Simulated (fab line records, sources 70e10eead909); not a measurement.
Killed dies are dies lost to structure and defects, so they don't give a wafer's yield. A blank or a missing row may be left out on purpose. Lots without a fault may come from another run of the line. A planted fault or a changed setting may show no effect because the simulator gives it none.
Chamber matching | flow nand_harc | NHARC_A_WL_FILL_ALD_19 on ald_metal-03: 4 sister chambers
The step deposits TiN, target thk 2 nm, pulse time 3 s, ald cycles 100. 7 wafers are shown with their chamber, then 7 later ones without.

WAFERS WITH THEIR CHAMBER
wafer  | chamber | heater_power_w (W) | precursor_pulse_height_rel
L080.4 | 2       | 951                | 1.010
L080.5 | 3       | 1003               | 1.003
L080.6 | 0       | 1078               | 0.985
L087.2 | 3       | 946                | 1.017
L087.4 | 0       | 1064               | 1.018
L088.2 | 1       | 1159               | 0.985
L088.5 | 1       | 1148               | 1.021

WAFERS WITHOUT THEIR CHAMBER
wafer  | heater_power_w (W) | precursor_pulse_height_rel
L088.6 | 1003               | 0.978
L092.1 | 1153               | 0.990
L092.2 | 1081               | 0.995
L092.3 | 944                | 1.004
L095.1 | 1105               | 0.980
L095.2 | 984                | 1.005
L095.6 | 1137               | 0.987

WHICH CHAMBER EACH WENT THROUGH
wafer  | from the rows above          | in truth
L088.6 | can't be placed: 3 or 2 or 0 | 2
L092.1 | 1                            | 1
L092.2 | 0                            | 0
L092.3 | can't be placed: 2 or 3      | 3
L095.1 | can't be placed: 0 or 1      | 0
L095.2 | can't be placed: 3 or 2      | 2
L095.6 | can't be placed: 1 or 0      | 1
Placed correctly: 2 of 7. Can't be placed from these rows: 5 (the true chamber is among the candidates in 5). Placed wrongly: 0.
How it was worked out, from the rows above alone: a wafer's distance from a chamber is the root of the sum, over the readings, of the square of ((its reading less the chamber's mean) divided by the reading's scatter). The wafer belongs to the nearest chamber; if the next one is less than 2 further off, it can't be placed. A chamber's mean is the mean of its shown wafers. The scatter: the root of (the sum of the squares of (reading less its chamber's mean) over the shown wafers, divided by (wafers less chambers)).
